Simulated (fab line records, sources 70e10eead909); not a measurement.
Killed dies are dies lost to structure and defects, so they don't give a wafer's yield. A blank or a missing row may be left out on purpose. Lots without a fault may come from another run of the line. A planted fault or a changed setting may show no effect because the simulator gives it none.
Chamber matching | flow nand_harc | NHARC_A_CHANNEL_FILL_D1_ALD_25 on ald_hk-03: 4 sister chambers
The step deposits SiOx, target thk 60 nm, pulse time 10 s, ald cycles 600. 16 wafers are shown with their chamber, then 8 later ones without.

WAFERS WITH THEIR CHAMBER
wafer  | chamber | heater_power_w (W) | precursor_pulse_height_rel
L117.1 | 3       | 470                | 1.017
L117.2 | 0       | 536                | 0.984
L117.3 | 2       | 419                | 1.026
L124.3 | 1       | 436                | 0.984
L124.4 | 3       | 457                | 1.015
L124.6 | 2       | 434                | 0.991
L126.1 | 1       | 443                | 0.982
L126.5 | 3       | 457                | 0.973
L126.6 | 2       | 415                | 1.006
L129.3 | 0       | 531                | 1.002
L129.4 | 3       | 466                | 0.983
L129.5 | 3       | 471                | 0.990
L130.2 | 1       | 434                | 1.016
L130.4 | 0       | 532                | 0.976
L130.6 | 2       | 426                | 1.008
L135.1 | 1       | 451                | 0.996

SIGNATURES (means of the wafers above)
reading                    | chamber 0 | chamber 1 | chamber 2 | chamber 3 | scatter within a chamber
heater_power_w             | 533.00    | 441.00    | 423.50    | 464.20    | 7
precursor_pulse_height_rel | 0.98733   | 0.99450   | 1.00775   | 0.99560   | 0.0164
Rule: a wafer's distance from a chamber is the root of the sum, over the readings, of the square of ((its reading less the chamber's mean) divided by the reading's scatter). The wafer belongs to the nearest chamber; if the next one is less than 2 further off, it can't be placed. The scatter: the root of (the sum of the squares of (reading less its chamber's mean) over the shown wafers, divided by (wafers less chambers)).

WAFERS WITHOUT THEIR CHAMBER
wafer  | heater_power_w (W) | precursor_pulse_height_rel
L135.2 | 458                | 0.988
L135.3 | 549                | 0.984
L136.1 | 450                | 0.992
L136.2 | 453                | 1.019
L136.6 | 457                | 0.983
L137.1 | 441                | 1.013
L137.2 | 511                | 1.014
L137.3 | 485                | 1.032

WHICH CHAMBER EACH WENT THROUGH
wafer  | from the rows above     | in truth
L135.2 | can't be placed: 3 or 1 | 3
L135.3 | 0                       | 0
L136.1 | can't be placed: 1 or 3 | 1
L136.2 | can't be placed: 3 or 1 | 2
L136.6 | can't be placed: 3 or 1 | 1
L137.1 | can't be placed: 1 or 2 | 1
L137.2 | 0                       | 0
L137.3 | 3                       | 3
Placed correctly: 3 of 8. Can't be placed from these rows: 5 (the true chamber is among the candidates in 4). Placed wrongly: 0.
